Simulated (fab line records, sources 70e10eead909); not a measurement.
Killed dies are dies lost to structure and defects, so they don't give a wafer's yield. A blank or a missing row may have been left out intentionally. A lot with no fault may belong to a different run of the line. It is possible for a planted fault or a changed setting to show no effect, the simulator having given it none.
The tool behind it: which one? || flow nandHarc || 18 wafers from 6 lots sampled at 2 of the route's 1302 steps

## WHAT EACH GAUGE READ, for each wafer
NHARC_THIN_TSV_CD_MEAS_16.
{"lot": "L616", "measured": "day 24 16:04", "on": "cdSem-02", "cdNm (nm)": "1000.9 1000.7 1002.9"}
{"lot": "L618", "measured": "day 26 10:24", "on": "cdSem-01", "cdNm (nm)": "997.8 998.5 999.0"}
{"lot": "L621", "measured": "day 26 14:53", "on": "cdSem-03", "cdNm (nm)": "998.3 999.9 999.1"}
{"lot": "L628", "measured": "day 29 11:54", "on": "cdSem-03", "cdNm (nm)": "998.1 1000.0 999.2"}
{"lot": "L633", "measured": "day 32 04:36", "on": "cdSem-01", "cdNm (nm)": "1000.8 1000.1 1000.1"}
{"lot": "L635", "measured": "day 32 12:44", "on": "cdSem-01", "cdNm (nm)": "1000.8 1000.1 998.6"}

## TOOL THAT RAN EACH LOT (tool first, then ch and the chambers of the sampled wafers, then the start)
{"lot": "L616", "NHARC_A_STAIRCASE_TRIM_224": "rieDiel-05 ch 0,1,3, day 16 19:31"}
{"lot": "L618", "NHARC_A_STAIRCASE_TRIM_224": "rieDiel-05 ch 0,3, day 17 22:38"}
{"lot": "L621", "NHARC_A_STAIRCASE_TRIM_224": "rieDiel-05 ch 0,1,2, day 18 21:04"}
{"lot": "L628", "NHARC_A_STAIRCASE_TRIM_224": "rieDiel-01 ch 1,2, day 22 02:16"}
{"lot": "L633", "NHARC_A_STAIRCASE_TRIM_224": "rieDiel-05 ch 0,1,3, day 23 19:29"}
{"lot": "L635", "NHARC_A_STAIRCASE_TRIM_224": "rieDiel-09 ch 1,2,3, day 25 06:13"}
- NHARC_A_STAIRCASE_TRIM_224: chemistry O2, time 211.2 s.

## THE ANSWER, worked out from the rows above alone
Rule: what is usual is taken from the lots themselves. The widest of any qualifying gaps counts: lots, ordered by their means at a reading, are off when they make up no more than a third of the lots, leave a main group of 4 or more, and stand apart from it by 3 or more times the standard deviation of that group's means. Not used: any main group whose means are identical at the precision the tables above print for the reading. Also off: a lot with no number at a reading for which 4 or more lots have one. The other lots that the step has rows for count as sound.
Nothing can be told from this: no lot is off at any reading shown.

## WHAT WAS PUT IN BY THE SIMULATOR
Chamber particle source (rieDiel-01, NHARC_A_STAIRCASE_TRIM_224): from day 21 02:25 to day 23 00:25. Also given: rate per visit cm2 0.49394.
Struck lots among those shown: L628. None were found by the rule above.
